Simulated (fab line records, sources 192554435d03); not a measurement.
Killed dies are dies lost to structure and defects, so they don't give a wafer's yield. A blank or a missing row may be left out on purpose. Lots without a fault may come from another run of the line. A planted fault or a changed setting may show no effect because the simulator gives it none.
One fault seen from 3 desks | flow n5_finfet | each desk has only its own numbers; what lay behind them comes last

THE DEFECT DESK
What the inspections along the route counted, lot by lot: means of the sampled wafers that have a number. A lot is out of limits, marked OUT, if its mean lies more than 4 standard deviations from the usual mean; the brackets give that distance.
Columns: A = raw_defect_count at N5_BEOL_M1_INSPECT_30, usual 409
lot  | first seen here | A
L307 | day 7 04:31     | 463
L310 | day 7 19:09     | 409
L312 | day 8 01:56     | 408
L311 | day 8 04:32     | 545
L313 | day 8 15:01     | 434
L314 | day 9 00:39     | 399
L322 | day 11 03:07    | 341
L323 | day 11 03:10    | 338
L324 | day 11 13:07    | 306
This desk's finding: nothing out of limits on any of the 9 lots.

THE METROLOGY DESK
What the gauges read, lot by lot, whatever tool the lot ran on: means of the sampled wafers that have a number. A lot is out of limits, marked OUT, if its mean lies more than 4 standard deviations from the usual mean; the brackets give that distance. Of its 11 readings 7 are shown: those that lie furthest out on some lot.
Columns: A = CHAIN_V0 at N5_BEOL_M4_RC_MEAS_101, usual 236 ohm/link; B = DIBL_N at N5_BEOL_M4_RC_MEAS_101, usual 36.1 mV/V; C = DIBL_P at N5_BEOL_M4_RC_MEAS_101, usual 36.3 mV/V; D = IOFF_N at N5_BEOL_M4_RC_MEAS_101, usual 0.162 nA/um; E = IOFF_P at N5_BEOL_M4_RC_MEAS_101, usual 0.22 nA/um; F = ION_P at N5_BEOL_M4_RC_MEAS_101, usual 464 uA/um; G = VT_N at N5_BEOL_M4_RC_MEAS_101, usual 249.4 mV
lot  | first seen here | A   | B    | C    | D     | E    | F   | G
L307 | day 8 19:02     | 230 | 36.2 | 35.8 | 0.184 | 0.26 | 474 | 245.3
L310 | day 9 10:22     | 245 | 37.0 | 36.9 | 0.166 | 0.20 | 455 | 248.4
L312 | day 9 17:50     | 236 | 37.1 | 36.6 | 0.183 | 0.26 | 472 | 246.1
L311 | day 10 02:18    | 219 | 36.0 | 34.9 | 0.161 | 0.22 | 468 | 248.5
L313 | day 10 03:59    | 228 | 34.7 | 35.5 | 0.152 | 0.19 | 458 | 249.7
L314 | day 10 09:19    | 230 | 36.5 | 36.4 | 0.169 | 0.23 | 462 | 249.0
L322 | day 12 14:11    | 236 | 35.9 | 36.9 | 0.170 | 0.20 | 460 | 248.5
L323 | day 12 20:35    | 243 | 37.9 | 38.0 | 0.192 | 0.24 | 469 | 247.6
L324 | day 13 13:46    | 241 | 35.3 | 34.6 | 0.136 | 0.21 | 465 | 250.7
This desk's finding: nothing out of limits on any of the 9 lots.

THE TOOL OWNER'S DESK: ald_sin-03
The tool's own readings at N5_BEOL_M1_ALD_98 (deposits SiO2, target thk 2.5 nm, pulse time 1 s, co reactant pulse time 1 s): means of the sampled wafers that have a number, for each lot that ran on this tool. A lot is out of limits, marked OUT, if its mean lies more than 4 standard deviations from the usual mean; the brackets give that distance.
Columns: A = heater_power_w at N5_BEOL_M1_ALD_98, usual 78 W; B = precursor_pulse_height_rel at N5_BEOL_M1_ALD_98, usual 1.002
lot  | first seen here | A  | B
L307 | day 7 04:41     | 84 | 0.995
L310 | day 7 19:23     | 79 | 0.999
L312 | day 8 02:07     | 75 | 0.991
L311 | day 8 04:42     | 82 | 0.990
L313 | day 8 15:20     | 82 | 1.016
L314 | day 9 00:49     | 80 | 1.020
L324 | day 11 13:16    | 79 | 1.025
This desk's finding: nothing out of limits on any of the 7 lots.

PUT TOGETHER
The defect desk saw nothing out of limits.
The metrology desk saw nothing out of limits.
The tool owner's desk saw nothing out of limits.

WHAT THE SIMULATOR HAD PUT IN
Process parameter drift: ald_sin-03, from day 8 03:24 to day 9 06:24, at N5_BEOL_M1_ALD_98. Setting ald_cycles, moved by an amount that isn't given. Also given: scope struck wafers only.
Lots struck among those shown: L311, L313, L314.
